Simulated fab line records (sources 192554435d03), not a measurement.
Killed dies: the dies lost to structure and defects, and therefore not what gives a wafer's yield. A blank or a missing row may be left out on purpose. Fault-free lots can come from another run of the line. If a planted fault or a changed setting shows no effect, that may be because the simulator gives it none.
A sampling plan put to the test :: flow n5_finfet :: one fab line, 47 faults that these records tell of, each judged on the records of the lots that it struck; 1 more is left out, because the records don't allow judging it
The line's own looks make up the plan; these are the steps of the route where a gauge or inspection reads the wafer and leaves it unchanged. A look can be judged if struck wafers have a number there and the file gives its usual mean and standard deviation on fault-free wafers. Caught: the struck wafers' mean, at a look after the fault's first step, is 4 or more of those standard deviations (sigma) away from the usual mean. On the tool: the test repeated on the tool's own readings taken at the fault's steps. A different recipe on the struck wafers counts as caught too, as does a record blank only for those wafers.

## THE FAULTS, as the simulator had put them in
1. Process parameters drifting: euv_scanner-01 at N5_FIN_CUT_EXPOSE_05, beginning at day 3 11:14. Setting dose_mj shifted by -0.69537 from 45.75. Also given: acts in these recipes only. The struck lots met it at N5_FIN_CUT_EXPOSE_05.
2. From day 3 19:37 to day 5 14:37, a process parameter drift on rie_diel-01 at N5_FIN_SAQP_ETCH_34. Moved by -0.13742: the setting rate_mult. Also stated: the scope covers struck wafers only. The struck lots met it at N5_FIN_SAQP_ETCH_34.
3. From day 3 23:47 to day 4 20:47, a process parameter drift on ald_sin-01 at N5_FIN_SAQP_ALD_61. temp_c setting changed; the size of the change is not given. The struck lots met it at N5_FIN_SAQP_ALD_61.
4. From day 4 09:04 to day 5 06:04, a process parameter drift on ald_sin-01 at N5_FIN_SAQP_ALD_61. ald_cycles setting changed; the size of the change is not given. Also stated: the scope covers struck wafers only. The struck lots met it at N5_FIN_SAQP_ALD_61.
5. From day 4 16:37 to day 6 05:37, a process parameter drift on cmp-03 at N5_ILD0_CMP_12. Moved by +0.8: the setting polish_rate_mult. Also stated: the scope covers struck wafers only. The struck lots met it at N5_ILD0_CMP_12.
6. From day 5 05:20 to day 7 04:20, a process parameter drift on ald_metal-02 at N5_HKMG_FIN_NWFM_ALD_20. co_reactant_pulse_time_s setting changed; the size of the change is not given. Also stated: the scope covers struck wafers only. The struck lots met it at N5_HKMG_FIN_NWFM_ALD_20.
7. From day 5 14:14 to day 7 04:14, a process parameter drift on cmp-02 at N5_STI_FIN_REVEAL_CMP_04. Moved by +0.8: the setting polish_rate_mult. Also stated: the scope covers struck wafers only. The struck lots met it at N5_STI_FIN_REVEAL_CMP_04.
8. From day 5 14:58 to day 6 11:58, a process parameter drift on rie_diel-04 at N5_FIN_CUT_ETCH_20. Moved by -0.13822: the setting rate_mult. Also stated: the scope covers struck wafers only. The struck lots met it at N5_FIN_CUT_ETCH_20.
9. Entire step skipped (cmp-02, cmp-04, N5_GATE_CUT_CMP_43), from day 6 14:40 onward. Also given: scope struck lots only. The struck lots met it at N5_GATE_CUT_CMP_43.
10. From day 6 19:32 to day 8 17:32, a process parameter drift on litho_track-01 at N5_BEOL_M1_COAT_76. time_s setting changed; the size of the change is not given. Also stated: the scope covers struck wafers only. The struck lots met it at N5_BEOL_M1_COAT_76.
11. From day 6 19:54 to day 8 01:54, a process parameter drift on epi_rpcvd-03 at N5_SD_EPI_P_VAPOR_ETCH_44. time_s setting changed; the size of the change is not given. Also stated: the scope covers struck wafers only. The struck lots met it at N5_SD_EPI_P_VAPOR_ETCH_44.
12. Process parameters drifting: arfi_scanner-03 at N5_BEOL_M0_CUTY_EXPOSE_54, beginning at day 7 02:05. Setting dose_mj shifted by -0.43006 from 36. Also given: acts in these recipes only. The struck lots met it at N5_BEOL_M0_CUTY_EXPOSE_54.
13. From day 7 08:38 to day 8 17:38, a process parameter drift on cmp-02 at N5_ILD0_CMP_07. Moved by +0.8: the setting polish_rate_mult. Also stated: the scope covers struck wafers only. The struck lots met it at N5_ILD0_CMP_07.
14. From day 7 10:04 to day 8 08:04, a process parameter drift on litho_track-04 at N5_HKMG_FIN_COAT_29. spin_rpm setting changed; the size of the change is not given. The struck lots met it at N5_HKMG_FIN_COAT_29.
15. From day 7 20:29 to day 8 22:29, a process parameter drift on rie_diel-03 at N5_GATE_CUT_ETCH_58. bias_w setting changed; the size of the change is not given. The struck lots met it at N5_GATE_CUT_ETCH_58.
16. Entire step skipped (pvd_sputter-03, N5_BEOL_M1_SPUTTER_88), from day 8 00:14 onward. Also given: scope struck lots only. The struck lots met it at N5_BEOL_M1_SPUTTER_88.
17. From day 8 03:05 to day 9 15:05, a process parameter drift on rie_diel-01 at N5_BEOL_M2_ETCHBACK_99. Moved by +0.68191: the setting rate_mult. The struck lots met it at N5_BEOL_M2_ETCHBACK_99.
18. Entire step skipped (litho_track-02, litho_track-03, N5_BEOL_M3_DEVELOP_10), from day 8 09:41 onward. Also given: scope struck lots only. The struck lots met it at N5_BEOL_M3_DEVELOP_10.
19. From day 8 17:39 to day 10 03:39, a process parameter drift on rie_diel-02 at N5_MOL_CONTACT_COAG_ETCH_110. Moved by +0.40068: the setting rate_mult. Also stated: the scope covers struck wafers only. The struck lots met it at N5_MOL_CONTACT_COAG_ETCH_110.
20. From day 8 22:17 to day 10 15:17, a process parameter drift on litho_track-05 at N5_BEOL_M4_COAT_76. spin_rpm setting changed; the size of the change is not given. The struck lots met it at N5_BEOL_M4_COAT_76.
21. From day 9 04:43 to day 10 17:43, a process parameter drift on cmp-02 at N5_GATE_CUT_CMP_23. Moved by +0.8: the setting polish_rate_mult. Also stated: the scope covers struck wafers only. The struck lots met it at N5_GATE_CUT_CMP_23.
22. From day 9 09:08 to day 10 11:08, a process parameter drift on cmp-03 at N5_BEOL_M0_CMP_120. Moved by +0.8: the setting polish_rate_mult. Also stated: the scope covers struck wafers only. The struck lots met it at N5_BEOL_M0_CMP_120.
23. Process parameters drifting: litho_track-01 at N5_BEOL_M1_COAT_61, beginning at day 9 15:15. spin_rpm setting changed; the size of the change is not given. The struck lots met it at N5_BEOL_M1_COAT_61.
24. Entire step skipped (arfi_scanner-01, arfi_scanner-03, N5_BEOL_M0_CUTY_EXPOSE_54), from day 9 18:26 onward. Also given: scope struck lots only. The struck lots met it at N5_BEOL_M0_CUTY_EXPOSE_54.
25. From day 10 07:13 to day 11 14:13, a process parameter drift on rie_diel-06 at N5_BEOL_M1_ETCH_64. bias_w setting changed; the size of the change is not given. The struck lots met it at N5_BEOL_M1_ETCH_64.
26. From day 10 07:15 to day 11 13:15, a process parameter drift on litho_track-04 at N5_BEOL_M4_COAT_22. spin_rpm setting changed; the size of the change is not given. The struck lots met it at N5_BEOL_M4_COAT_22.
27. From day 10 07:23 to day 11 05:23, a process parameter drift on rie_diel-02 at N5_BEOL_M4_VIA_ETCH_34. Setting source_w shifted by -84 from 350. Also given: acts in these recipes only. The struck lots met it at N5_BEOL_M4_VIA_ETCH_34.
28. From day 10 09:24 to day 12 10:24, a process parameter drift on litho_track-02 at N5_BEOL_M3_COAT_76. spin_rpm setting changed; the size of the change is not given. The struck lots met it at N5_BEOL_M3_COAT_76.
29. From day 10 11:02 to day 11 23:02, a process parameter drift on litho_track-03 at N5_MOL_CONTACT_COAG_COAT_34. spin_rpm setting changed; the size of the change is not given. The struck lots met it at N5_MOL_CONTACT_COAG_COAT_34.
30. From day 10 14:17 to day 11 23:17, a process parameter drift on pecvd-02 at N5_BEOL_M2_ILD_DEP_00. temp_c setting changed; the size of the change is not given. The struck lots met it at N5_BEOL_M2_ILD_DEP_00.
31. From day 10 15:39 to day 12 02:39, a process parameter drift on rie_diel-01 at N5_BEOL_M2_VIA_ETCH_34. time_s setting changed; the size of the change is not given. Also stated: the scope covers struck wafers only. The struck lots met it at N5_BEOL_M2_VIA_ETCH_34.
32. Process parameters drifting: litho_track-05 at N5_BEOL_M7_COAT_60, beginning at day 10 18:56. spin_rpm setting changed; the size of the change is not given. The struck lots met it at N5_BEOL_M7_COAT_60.
33. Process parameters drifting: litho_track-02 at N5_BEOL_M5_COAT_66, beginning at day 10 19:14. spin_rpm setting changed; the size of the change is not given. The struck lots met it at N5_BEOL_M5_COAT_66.
34. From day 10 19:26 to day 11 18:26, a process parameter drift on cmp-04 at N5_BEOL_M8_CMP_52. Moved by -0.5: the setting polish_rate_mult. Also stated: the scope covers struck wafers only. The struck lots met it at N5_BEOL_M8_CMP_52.
35. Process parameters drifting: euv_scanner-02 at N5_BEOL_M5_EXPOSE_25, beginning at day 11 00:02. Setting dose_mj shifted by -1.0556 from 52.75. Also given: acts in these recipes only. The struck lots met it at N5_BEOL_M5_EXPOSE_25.
36. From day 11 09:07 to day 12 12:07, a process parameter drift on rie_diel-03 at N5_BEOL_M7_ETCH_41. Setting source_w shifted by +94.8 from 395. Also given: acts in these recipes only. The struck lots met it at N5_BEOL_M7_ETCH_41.
37. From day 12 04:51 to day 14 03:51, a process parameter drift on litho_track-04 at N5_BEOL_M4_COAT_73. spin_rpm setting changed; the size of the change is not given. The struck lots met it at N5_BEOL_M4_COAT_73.
38. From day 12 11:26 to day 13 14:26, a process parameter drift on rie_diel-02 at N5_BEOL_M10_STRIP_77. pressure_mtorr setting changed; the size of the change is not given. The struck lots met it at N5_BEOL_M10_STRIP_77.
39. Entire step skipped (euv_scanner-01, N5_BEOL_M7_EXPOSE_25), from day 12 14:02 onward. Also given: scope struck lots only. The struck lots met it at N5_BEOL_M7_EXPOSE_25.
40. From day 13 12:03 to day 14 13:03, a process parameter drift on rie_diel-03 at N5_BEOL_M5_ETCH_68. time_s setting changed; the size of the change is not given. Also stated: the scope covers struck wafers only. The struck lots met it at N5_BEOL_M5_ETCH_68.
41. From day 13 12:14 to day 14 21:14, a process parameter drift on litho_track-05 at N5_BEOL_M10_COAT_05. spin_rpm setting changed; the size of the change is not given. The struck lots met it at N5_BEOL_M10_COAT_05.
42. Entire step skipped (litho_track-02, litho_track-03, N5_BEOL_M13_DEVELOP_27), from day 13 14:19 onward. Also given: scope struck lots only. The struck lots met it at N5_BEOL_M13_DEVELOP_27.
43. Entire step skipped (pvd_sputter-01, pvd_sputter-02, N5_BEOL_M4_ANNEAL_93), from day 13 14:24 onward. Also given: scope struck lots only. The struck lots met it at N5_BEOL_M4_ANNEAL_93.
44. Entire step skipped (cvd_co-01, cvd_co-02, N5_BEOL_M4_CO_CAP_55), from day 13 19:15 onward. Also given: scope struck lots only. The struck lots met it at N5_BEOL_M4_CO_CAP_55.
45. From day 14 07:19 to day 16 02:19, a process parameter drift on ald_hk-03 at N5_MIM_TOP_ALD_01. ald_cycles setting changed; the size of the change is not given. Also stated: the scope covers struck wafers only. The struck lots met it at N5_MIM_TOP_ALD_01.
46. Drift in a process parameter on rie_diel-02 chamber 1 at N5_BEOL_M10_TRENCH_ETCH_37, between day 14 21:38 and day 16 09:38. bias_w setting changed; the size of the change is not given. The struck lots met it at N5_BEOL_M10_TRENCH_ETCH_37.
47. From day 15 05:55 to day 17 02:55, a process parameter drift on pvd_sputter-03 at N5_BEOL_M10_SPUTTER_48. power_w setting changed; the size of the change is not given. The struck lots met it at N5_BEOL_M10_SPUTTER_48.

## WHAT THE PLAN SAW
fault: 1
on the tool itself: exposure_dose_mJ_cm2 -12 sigma
first look that catches it: not the one look that can be judged after it
reading, sigma: -
median hours from its first step to that look: -
hours from the fault's start to the first struck lot there: -
judged looks passed uncaught: 1

fault: 2
on the tool itself: etch_rf_on_time_s +7.2 sigma
first look that catches it: not the one look that can be judged after it
reading, sigma: -
median hours from its first step to that look: -
hours from the fault's start to the first struck lot there: -
judged looks passed uncaught: 1

fault: 3
on the tool itself: susceptor_temp_C -99 or beyond sigma
first look that catches it: none of the 2 looks that can be judged after it
reading, sigma: -
median hours from its first step to that look: -
hours from the fault's start to the first struck lot there: -
judged looks passed uncaught: 2

fault: 4
on the tool itself: under 2 sigma
first look that catches it: not the one look that can be judged after it
reading, sigma: -
median hours from its first step to that look: -
hours from the fault's start to the first struck lot there: -
judged looks passed uncaught: 1

fault: 5
on the tool itself: time_to_endpoint_s -4.5 sigma
first look that catches it: not the one look that can be judged after it
reading, sigma: -
median hours from its first step to that look: -
hours from the fault's start to the first struck lot there: -
judged looks passed uncaught: 1

fault: 6
on the tool itself: under 2 sigma
first look that catches it: not the one look that can be judged after it
reading, sigma: -
median hours from its first step to that look: -
hours from the fault's start to the first struck lot there: -
judged looks passed uncaught: 1

fault: 7
on the tool itself: time_to_endpoint_s -7.7 sigma
first look that catches it: none of the 2 looks that can be judged after it
reading, sigma: strongest: thk_nm at N5_STI_FIN_REVEAL_THK_MEAS_05, -2.8
median hours from its first step to that look: -
hours from the fault's start to the first struck lot there: -
judged looks passed uncaught: 2

fault: 8
on the tool itself: etch_rf_on_time_s +4.0 sigma
first look that catches it: not the one look that can be judged after it
reading, sigma: -
median hours from its first step to that look: -
hours from the fault's start to the first struck lot there: -
judged looks passed uncaught: 1

fault: 9
on the tool itself: the tool's record is blank for the struck wafers
first look that catches it: no look after it can be judged
reading, sigma: -
median hours from its first step to that look: -
hours from the fault's start to the first struck lot there: -
judged looks passed uncaught: 0

fault: 10
on the tool itself: run_length_s +60 sigma
first look that catches it: not the one look that can be judged after it
reading, sigma: -
median hours from its first step to that look: -
hours from the fault's start to the first struck lot there: -
judged looks passed uncaught: 1

fault: 11
on the tool itself: no reading that can be judged
first look that catches it: N5_BEOL_M4_RC_MEAS_101
reading, sigma: IOFF_P +29
median hours from its first step to that look: 143.8
hours from the fault's start to the first struck lot there: 162
judged looks passed uncaught: 0

fault: 12
on the tool itself: exposure_dose_mJ_cm2 -9.9 sigma
first look that catches it: none of the 2 looks that can be judged after it
reading, sigma: -
median hours from its first step to that look: -
hours from the fault's start to the first struck lot there: -
judged looks passed uncaught: 2

fault: 13
on the tool itself: under 2 sigma
first look that catches it: none of the 3 looks that can be judged after it
reading, sigma: strongest: thk_nm at N5_ILD0_THK_MEAS_08, -3.5
median hours from its first step to that look: -
hours from the fault's start to the first struck lot there: -
judged looks passed uncaught: 3

fault: 14
on the tool itself: spin_speed_rpm -45 sigma
first look that catches it: not the one look that can be judged after it
reading, sigma: -
median hours from its first step to that look: -
hours from the fault's start to the first struck lot there: -
judged looks passed uncaught: 1

fault: 15
on the tool itself: bias_w -68 sigma
first look that catches it: not the one look that can be judged after it
reading, sigma: -
median hours from its first step to that look: -
hours from the fault's start to the first struck lot there: -
judged looks passed uncaught: 1

fault: 16
on the tool itself: the tool's record is blank for the struck wafers
first look that catches it: not the one look that can be judged after it
reading, sigma: -
median hours from its first step to that look: -
hours from the fault's start to the first struck lot there: -
judged looks passed uncaught: 1

fault: 17
on the tool itself: only faintly: oes_product_au +3.8 sigma
first look that catches it: not the one look that can be judged after it
reading, sigma: -
median hours from its first step to that look: -
hours from the fault's start to the first struck lot there: -
judged looks passed uncaught: 1

fault: 18
on the tool itself: the tool's record is blank for the struck wafers
first look that catches it: no look after it can be judged
reading, sigma: -
median hours from its first step to that look: -
hours from the fault's start to the first struck lot there: -
judged looks passed uncaught: 0

fault: 19
on the tool itself: only faintly: oes_product_au +3.5 sigma
first look that catches it: not the one look that can be judged after it
reading, sigma: -
median hours from its first step to that look: -
hours from the fault's start to the first struck lot there: -
judged looks passed uncaught: 1

fault: 20
on the tool itself: spin_speed_rpm +99 or beyond sigma
first look that catches it: not the one look that can be judged after it
reading, sigma: -
median hours from its first step to that look: -
hours from the fault's start to the first struck lot there: -
judged looks passed uncaught: 1

fault: 21
on the tool itself: only faintly: time_to_endpoint_s -3.8 sigma
first look that catches it: not the one look that can be judged after it
reading, sigma: -
median hours from its first step to that look: -
hours from the fault's start to the first struck lot there: -
judged looks passed uncaught: 1

fault: 22
on the tool itself: barrier_field_endpoint_s -10 sigma
first look that catches it: not the one look that can be judged after it
reading, sigma: -
median hours from its first step to that look: -
hours from the fault's start to the first struck lot there: -
judged looks passed uncaught: 1

fault: 23
on the tool itself: spin_speed_rpm -99 or beyond sigma
first look that catches it: not the one look that can be judged after it
reading, sigma: -
median hours from its first step to that look: -
hours from the fault's start to the first struck lot there: -
judged looks passed uncaught: 1

fault: 24
on the tool itself: no reading that can be judged
first look that catches it: no look after it can be judged
reading, sigma: -
median hours from its first step to that look: -
hours from the fault's start to the first struck lot there: -
judged looks passed uncaught: 0

fault: 25
on the tool itself: bias_w -39 sigma
first look that catches it: none of the 2 looks that can be judged after it
reading, sigma: -
median hours from its first step to that look: -
hours from the fault's start to the first struck lot there: -
judged looks passed uncaught: 2

fault: 26
on the tool itself: spin_speed_rpm -61 sigma
first look that catches it: none of the 2 looks that can be judged after it
reading, sigma: -
median hours from its first step to that look: -
hours from the fault's start to the first struck lot there: -
judged looks passed uncaught: 2

fault: 27
on the tool itself: rf_fwd_power_W -69 sigma
first look that catches it: not the one look that can be judged after it
reading, sigma: -
median hours from its first step to that look: -
hours from the fault's start to the first struck lot there: -
judged looks passed uncaught: 1

fault: 28
on the tool itself: spin_speed_rpm +58 sigma
first look that catches it: not the one look that can be judged after it
reading, sigma: -
median hours from its first step to that look: -
hours from the fault's start to the first struck lot there: -
judged looks passed uncaught: 1

fault: 29
on the tool itself: spin_speed_rpm +46 sigma
first look that catches it: not the one look that can be judged after it
reading, sigma: -
median hours from its first step to that look: -
hours from the fault's start to the first struck lot there: -
judged looks passed uncaught: 1

fault: 30
on the tool itself: susceptor_temp_C -6.6 sigma
first look that catches it: not the one look that can be judged after it
reading, sigma: -
median hours from its first step to that look: -
hours from the fault's start to the first struck lot there: -
judged looks passed uncaught: 1

fault: 31
on the tool itself: run_length_s -30 sigma
first look that catches it: not the one look that can be judged after it
reading, sigma: -
median hours from its first step to that look: -
hours from the fault's start to the first struck lot there: -
judged looks passed uncaught: 1

fault: 32
on the tool itself: spin_speed_rpm +99 or beyond sigma
first look that catches it: no look after it can be judged
reading, sigma: -
median hours from its first step to that look: -
hours from the fault's start to the first struck lot there: -
judged looks passed uncaught: 0

fault: 33
on the tool itself: spin_speed_rpm -66 sigma
first look that catches it: not the one look that can be judged after it
reading, sigma: -
median hours from its first step to that look: -
hours from the fault's start to the first struck lot there: -
judged looks passed uncaught: 1

fault: 34
on the tool itself: overpolish_run_s -99 or beyond sigma
first look that catches it: N5_BEOL_M8_THK_MEAS_53
reading, sigma: M8_THK +44
median hours from its first step to that look: 0.3
hours from the fault's start to the first struck lot there: 11
judged looks passed uncaught: 0

fault: 35
on the tool itself: exposure_dose_mJ_cm2 -16 sigma
first look that catches it: no look after it can be judged
reading, sigma: -
median hours from its first step to that look: -
hours from the fault's start to the first struck lot there: -
judged looks passed uncaught: 0

fault: 36
on the tool itself: rf_fwd_power_W +66 sigma
first look that catches it: no look after it can be judged
reading, sigma: -
median hours from its first step to that look: -
hours from the fault's start to the first struck lot there: -
judged looks passed uncaught: 0

fault: 37
on the tool itself: spin_speed_rpm +99 or beyond sigma
first look that catches it: none of the 2 looks that can be judged after it
reading, sigma: -
median hours from its first step to that look: -
hours from the fault's start to the first struck lot there: -
judged looks passed uncaught: 2

fault: 38
on the tool itself: chamber_pressure_mTorr +99 or beyond sigma
first look that catches it: no look after it can be judged
reading, sigma: -
median hours from its first step to that look: -
hours from the fault's start to the first struck lot there: -
judged looks passed uncaught: 0

fault: 39
on the tool itself: no reading that can be judged
first look that catches it: no look after it can be judged
reading, sigma: -
median hours from its first step to that look: -
hours from the fault's start to the first struck lot there: -
judged looks passed uncaught: 0

fault: 40
on the tool itself: run_length_s -42 sigma
first look that catches it: no look after it can be judged
reading, sigma: -
median hours from its first step to that look: -
hours from the fault's start to the first struck lot there: -
judged looks passed uncaught: 0

fault: 41
on the tool itself: spin_speed_rpm +78 sigma
first look that catches it: not the one look that can be judged after it
reading, sigma: -
median hours from its first step to that look: -
hours from the fault's start to the first struck lot there: -
judged looks passed uncaught: 1

fault: 42
on the tool itself: the tool's record is blank for the struck wafers
first look that catches it: no look after it can be judged
reading, sigma: -
median hours from its first step to that look: -
hours from the fault's start to the first struck lot there: -
judged looks passed uncaught: 0

fault: 43
on the tool itself: the tool's record is blank for the struck wafers
first look that catches it: not the one look that can be judged after it
reading, sigma: -
median hours from its first step to that look: -
hours from the fault's start to the first struck lot there: -
judged looks passed uncaught: 1

fault: 44
on the tool itself: the tool's record is blank for the struck wafers
first look that catches it: not the one look that can be judged after it
reading, sigma: -
median hours from its first step to that look: -
hours from the fault's start to the first struck lot there: -
judged looks passed uncaught: 1

fault: 45
on the tool itself: under 2 sigma
first look that catches it: no look after it can be judged
reading, sigma: -
median hours from its first step to that look: -
hours from the fault's start to the first struck lot there: -
judged looks passed uncaught: 0

fault: 46
on the tool itself: bias_w +13 sigma
first look that catches it: no look after it can be judged
reading, sigma: -
median hours from its first step to that look: -
hours from the fault's start to the first struck lot there: -
judged looks passed uncaught: 0

fault: 47
on the tool itself: cathode_dc_power_W +99 or beyond sigma
first look that catches it: no look after it can be judged
reading, sigma: -
median hours from its first step to that look: -
hours from the fault's start to the first struck lot there: -
judged looks passed uncaught: 0
A dash: the fault is not caught, or the number is missing from these records.

Caught at a look: 2 of 47. Caught on the tool: 37 of 47. By one or the other: 38 of 47.
On the tool alone, faults 1, 2, 3, 5, 7, 8, 9, 10, 12, 14, 15, 16, 18, 20, 22, 23, 25, 26, 27, 28, 29, 30, 31, 32, 33, 35, 36, 37, 38, 40, 41, 42, 43, 44, 46, 47 were caught.
Caught at a look alone: fault 11.
Caught by neither: faults 4, 6, 13, 17, 19, 21, 24, 39, 45.

## THINNER SAMPLING
If the look that catches a fault measured only every second or every third lot, by lot number, the first struck lot would be measured this late in the worst case:
fault: 11
struck lots at that look, in order of time: L378
every lot: 162 h
every second lot: may miss it
every third lot: may miss it

fault: 34
struck lots at that look, in order of time: L706, L708, L707
every lot: 11 h
every second lot: 20 h
every third lot: 20 h
Hours are from the fault's start to the first struck lot that is measured. Since the struck wafers were tested as one group against 4 sigma, a single lot by itself may lie under the limit. Other struck lots may not be in these records.

## THE LONGEST TIMED WAY FROM STEP TO LOOK
Fault 11: the median time between N5_SD_EPI_P_VAPOR_ETCH_44 and N5_BEOL_M4_RC_MEAS_101 is 143.8 hours. No look between them can be judged.
